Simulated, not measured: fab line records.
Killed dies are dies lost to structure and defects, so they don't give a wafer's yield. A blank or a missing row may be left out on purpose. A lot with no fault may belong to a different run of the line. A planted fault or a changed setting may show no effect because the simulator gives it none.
Matching of chambers || flow nand_harc || NHARC_A_STAIRCASE_CMP_152 on cmp-02: 4 sister chambers
The step polishes. 20 wafers are shown with their chamber, then 10 later ones without.

WAFERS PAIRED WITH THEIR CHAMBERS
{"wafer": "L075.1", "chamber": 2, "motor_current_A (A)": 14.5, "slurry_flow_ml_min": 150.4}
{"wafer": "L075.3", "chamber": 0, "motor_current_A (A)": 11.8, "slurry_flow_ml_min": 150.1}
{"wafer": "L075.5", "chamber": 1, "motor_current_A (A)": 11.2, "slurry_flow_ml_min": 150.1}
{"wafer": "L081.1", "chamber": 2, "motor_current_A (A)": 13.8, "slurry_flow_ml_min": 149.9}
{"wafer": "L081.3", "chamber": 1, "motor_current_A (A)": 11.1, "slurry_flow_ml_min": 149.9}
{"wafer": "L081.5", "chamber": 0, "motor_current_A (A)": 12.2, "slurry_flow_ml_min": 150.3}
{"wafer": "L080.1", "chamber": 1, "motor_current_A (A)": 10.8, "slurry_flow_ml_min": 150.3}
{"wafer": "L080.5", "chamber": 3, "motor_current_A (A)": 12.0, "slurry_flow_ml_min": 149.6}
{"wafer": "L080.6", "chamber": 2, "motor_current_A (A)": 14.0, "slurry_flow_ml_min": 150.0}
{"wafer": "L082.2", "chamber": 0, "motor_current_A (A)": 11.8, "slurry_flow_ml_min": 149.6}
{"wafer": "L082.4", "chamber": 3, "motor_current_A (A)": 11.9, "slurry_flow_ml_min": 150.9}
{"wafer": "L082.5", "chamber": 1, "motor_current_A (A)": 11.8, "slurry_flow_ml_min": 150.3}
{"wafer": "L079.1", "chamber": 3, "motor_current_A (A)": 11.5, "slurry_flow_ml_min": 149.7}
{"wafer": "L079.2", "chamber": 1, "motor_current_A (A)": 11.6, "slurry_flow_ml_min": 149.7}
{"wafer": "L079.6", "chamber": 0, "motor_current_A (A)": 12.1, "slurry_flow_ml_min": 149.3}
{"wafer": "L087.2", "chamber": 1, "motor_current_A (A)": 11.1, "slurry_flow_ml_min": 149.7}
{"wafer": "L087.3", "chamber": 2, "motor_current_A (A)": 14.7, "slurry_flow_ml_min": 149.9}
{"wafer": "L087.4", "chamber": 0, "motor_current_A (A)": 12.0, "slurry_flow_ml_min": 151.2}
{"wafer": "L090.2", "chamber": 3, "motor_current_A (A)": 10.1, "slurry_flow_ml_min": 150.4}
{"wafer": "L090.4", "chamber": 2, "motor_current_A (A)": 14.6, "slurry_flow_ml_min": 150.2}

SIGNATURES (means of the wafers above)
{"reading": "motor_current_A", "chamber 0": 11.980, "chamber 1": 11.267, "chamber 2": 14.320, "chamber 3": 11.375, "scatter within a chamber": 0.483}
{"reading": "slurry_flow_ml_min", "chamber 0": 150.100, "chamber 1": 150.000, "chamber 2": 150.080, "chamber 3": 150.150, "scatter within a chamber": 0.49}
Rule: distance of a wafer from a chamber = root of the sum over the readings of ((wafer's reading minus chamber's mean) / reading's scatter) squared. The wafer belongs to the nearest chamber; if the next one is less than 2 further off, it can't be placed. How the scatter is found: for the shown wafers, subtract from each reading the mean of its chamber, square and add these, divide the total by (wafers less chambers), then take the root.

WAFERS WITHOUT THEIR CHAMBER
{"wafer": "L090.5", "motor_current_A (A)": 13.9, "slurry_flow_ml_min": 149.9}
{"wafer": "L092.1", "motor_current_A (A)": 14.9, "slurry_flow_ml_min": 150.1}
{"wafer": "L092.3", "motor_current_A (A)": 11.2, "slurry_flow_ml_min": 150.6}
{"wafer": "L092.5", "motor_current_A (A)": 11.6, "slurry_flow_ml_min": 149.9}
{"wafer": "L093.1", "motor_current_A (A)": 10.9, "slurry_flow_ml_min": 150.2}
{"wafer": "L093.3", "motor_current_A (A)": 10.9, "slurry_flow_ml_min": 150.3}
{"wafer": "L093.4", "motor_current_A (A)": 11.1, "slurry_flow_ml_min": 150.5}
{"wafer": "L094.1", "motor_current_A (A)": 11.1, "slurry_flow_ml_min": 149.5}
{"wafer": "L094.2", "motor_current_A (A)": 14.2, "slurry_flow_ml_min": 150.7}
{"wafer": "L094.5", "motor_current_A (A)": 11.2, "slurry_flow_ml_min": 149.8}

EACH ONE'S CHAMBER
{"wafer": "L090.5", "from the rows above": 2, "in truth": 2}
{"wafer": "L092.1", "from the rows above": 2, "in truth": 2}
{"wafer": "L092.3", "from the rows above": "can't be placed: 3 or 1 or 0", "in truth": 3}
{"wafer": "L092.5", "from the rows above": "can't be placed: 3 or 1 or 0", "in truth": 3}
{"wafer": "L093.1", "from the rows above": "can't be placed: 1 or 3 or 0", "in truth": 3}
{"wafer": "L093.3", "from the rows above": "can't be placed: 1 or 3 or 0", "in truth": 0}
{"wafer": "L093.4", "from the rows above": "can't be placed: 3 or 1 or 0", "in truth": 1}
{"wafer": "L094.1", "from the rows above": "can't be placed: 1 or 3 or 0", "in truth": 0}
{"wafer": "L094.2", "from the rows above": 2, "in truth": 2}
{"wafer": "L094.5", "from the rows above": "can't be placed: 1 or 3 or 0", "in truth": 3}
Placed correctly: 3 of 10. Cannot be placed on the basis of these rows: 7; the candidates contain the true chamber in 7. Placed wrongly: 0.
